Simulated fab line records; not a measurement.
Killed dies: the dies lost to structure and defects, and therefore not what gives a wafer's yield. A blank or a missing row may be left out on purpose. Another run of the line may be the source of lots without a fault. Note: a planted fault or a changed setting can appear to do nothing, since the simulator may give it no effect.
Chamber matching | flow n5Finfet | N5_MOL_CONTACT_COAG_ETCH_47 on rieDiel-04: 4 sister chambers
The step etches SiNx in CH3F/O2, stops on W, target depth 27 nm. 18 wafers are shown with their chamber, then 9 later ones without.

WAFERS WITH THEIR CHAMBER
wafer  | chamber | showerheadPlenumPTorr (Torr) | drypumpMotorCurrentA (A) | rfVppV (V)
L074.1 | 0       | 2.07                         | 6.6                      | 301
L074.2 | 3       | 1.94                         | 6.1                      | 305
L074.5 | 1       | 2.06                         | 6.1                      | 297
L078.2 | 1       | 2.06                         | 6.1                      | 297
L078.3 | 3       | 1.94                         | 6.1                      | 305
L078.6 | 2       | 1.97                         | 6.4                      | 293
L079.1 | 3       | 1.94                         | 6.0                      | 306
L079.4 | 0       | 2.07                         | 6.6                      | 302
L079.6 | 1       | 2.06                         | 6.1                      | 296
L081.3 | 3       | 1.94                         | 6.1                      | 305
L081.4 | 3       | 1.94                         | 6.0                      | 305
L081.5 | 1       | 2.06                         | 6.0                      | 297
L085.1 | 1       | 2.05                         | 6.1                      | 295
L085.5 | 3       | 1.94                         | 6.1                      | 305
L085.6 | 1       | 2.05                         | 6.1                      | 296
L086.1 | 2       | 1.96                         | 6.4                      | 292
L086.2 | 1       | 2.05                         | 6.1                      | 297
L086.4 | 3       | 1.94                         | 6.1                      | 305

SIGNATURES (averages over the wafers above)
reading               | chamber 0 | chamber 1 | chamber 2 | chamber 3 | scatter within a chamber
showerheadPlenumPTorr | 2.0700    | 2.0557    | 1.9650    | 1.9400    | 0.00398
drypumpMotorCurrentA  | 6.600     | 6.086     | 6.400     | 6.071     | 0.0404
rfVppV                | 301.50    | 296.43    | 292.50    | 305.14    | 0.631
Rule: for a wafer and a chamber, the distance is found by dividing, reading by reading, the gap between the wafer's reading and the chamber's mean by the reading's scatter, squaring, summing and taking the root. The wafer belongs to the nearest chamber; if the next one is less than 2 further off, it can't be placed. How the scatter is found: for the shown wafers, subtract from each reading the mean of its chamber, square and add these, divide the total by (wafers less chambers), then take the root.

WAFERS WITH NO CHAMBER GIVEN
wafer  | showerheadPlenumPTorr (Torr) | drypumpMotorCurrentA (A) | rfVppV (V)
L089.1 | 1.93                         | 6.1                      | 305
L089.3 | 2.06                         | 6.5                      | 302
L089.4 | 1.96                         | 6.4                      | 291
L094.1 | 2.05                         | 6.1                      | 297
L094.2 | 1.96                         | 6.3                      | 292
L094.6 | 2.05                         | 6.1                      | 296
L095.3 | 1.93                         | 6.0                      | 303
L095.5 | 1.93                         | 6.1                      | 305
L095.6 | 1.96                         | 6.3                      | 293

THE CHAMBER EACH PASSED THROUGH
wafer  | from the rows above | in truth
L089.1 | 3                   | 3
L089.3 | 0                   | 0
L089.4 | 2                   | 2
L094.1 | 1                   | 1
L094.2 | 2                   | 2
L094.6 | 1                   | 1
L095.3 | 3                   | 3
L095.5 | 3                   | 3
L095.6 | 2                   | 2
Correctly placed: 9 of 9. From these rows, 0 cannot be placed. Placed wrongly: 0.
